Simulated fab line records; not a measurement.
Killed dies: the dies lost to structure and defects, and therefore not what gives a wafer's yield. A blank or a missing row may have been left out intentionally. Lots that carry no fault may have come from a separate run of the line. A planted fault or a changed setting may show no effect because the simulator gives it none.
Matching of chambers :: flow nand harc :: rie diel-11 running NHARC_A_STAIRCASE_TRIM_196: 4 sister chambers
The step chemistry O2, time 211.2 s. 8 wafers are shown with their chamber, then 10 later ones without.

WAFERS WITH THEIR CHAMBER
wafer: L076.3
chamber: 1
showerhead plenum p Torr (Torr): 3.41
drypump motor current A (A): 5.5

wafer: L083.1
chamber: 0
showerhead plenum p Torr (Torr): 3.58
drypump motor current A (A): 6.5

wafer: L083.5
chamber: 0
showerhead plenum p Torr (Torr): 3.58
drypump motor current A (A): 6.6

wafer: L082.1
chamber: 2
showerhead plenum p Torr (Torr): 3.63
drypump motor current A (A): 5.4

wafer: L082.4
chamber: 2
showerhead plenum p Torr (Torr): 3.63
drypump motor current A (A): 5.4

wafer: L082.5
chamber: 3
showerhead plenum p Torr (Torr): 3.27
drypump motor current A (A): 5.5

wafer: L086.1
chamber: 3
showerhead plenum p Torr (Torr): 3.27
drypump motor current A (A): 5.5

wafer: L086.2
chamber: 1
showerhead plenum p Torr (Torr): 3.40
drypump motor current A (A): 5.5

WAFERS WITHOUT THEIR CHAMBER
wafer: L086.6
showerhead plenum p Torr (Torr): 3.27
drypump motor current A (A): 5.4

wafer: L091.3
showerhead plenum p Torr (Torr): 3.57
drypump motor current A (A): 6.5

wafer: L091.4
showerhead plenum p Torr (Torr): 3.39
drypump motor current A (A): 5.5

wafer: L091.6
showerhead plenum p Torr (Torr): 3.62
drypump motor current A (A): 5.4

wafer: L093.1
showerhead plenum p Torr (Torr): 3.62
drypump motor current A (A): 5.4

wafer: L093.3
showerhead plenum p Torr (Torr): 3.39
drypump motor current A (A): 5.5

wafer: L093.6
showerhead plenum p Torr (Torr): 3.27
drypump motor current A (A): 5.5

wafer: L095.1
showerhead plenum p Torr (Torr): 3.26
drypump motor current A (A): 5.4

wafer: L095.3
showerhead plenum p Torr (Torr): 3.57
drypump motor current A (A): 6.5

wafer: L095.4
showerhead plenum p Torr (Torr): 3.62
drypump motor current A (A): 5.4

EACH ONE'S CHAMBER
wafer: L086.6
from the rows above: 3
in truth: 3

wafer: L091.3
from the rows above: 0
in truth: 0

wafer: L091.4
from the rows above: 1
in truth: 1

wafer: L091.6
from the rows above: 2
in truth: 2

wafer: L093.1
from the rows above: 2
in truth: 2

wafer: L093.3
from the rows above: 1
in truth: 1

wafer: L093.6
from the rows above: 3
in truth: 3

wafer: L095.1
from the rows above: 3
in truth: 3

wafer: L095.3
from the rows above: 0
in truth: 0

wafer: L095.4
from the rows above: 2
in truth: 2
10 of 10 placed correctly. Can't be placed from these rows: 0. Number placed wrongly: 0.
How it was worked out, from the rows above alone: a wafer's distance from a chamber is the root of the sum, over the readings, of the square of ((its reading less the chamber's mean) divided by the reading's scatter). The wafer belongs to the nearest chamber; if the next one is less than 2 further off, it can't be placed. For every chamber, the mean is computed from those of its wafers that are shown. The scatter is the square root of a quotient: the sum, over the shown wafers, of each reading's squared deviation from its chamber's mean, divided by wafers minus chambers.
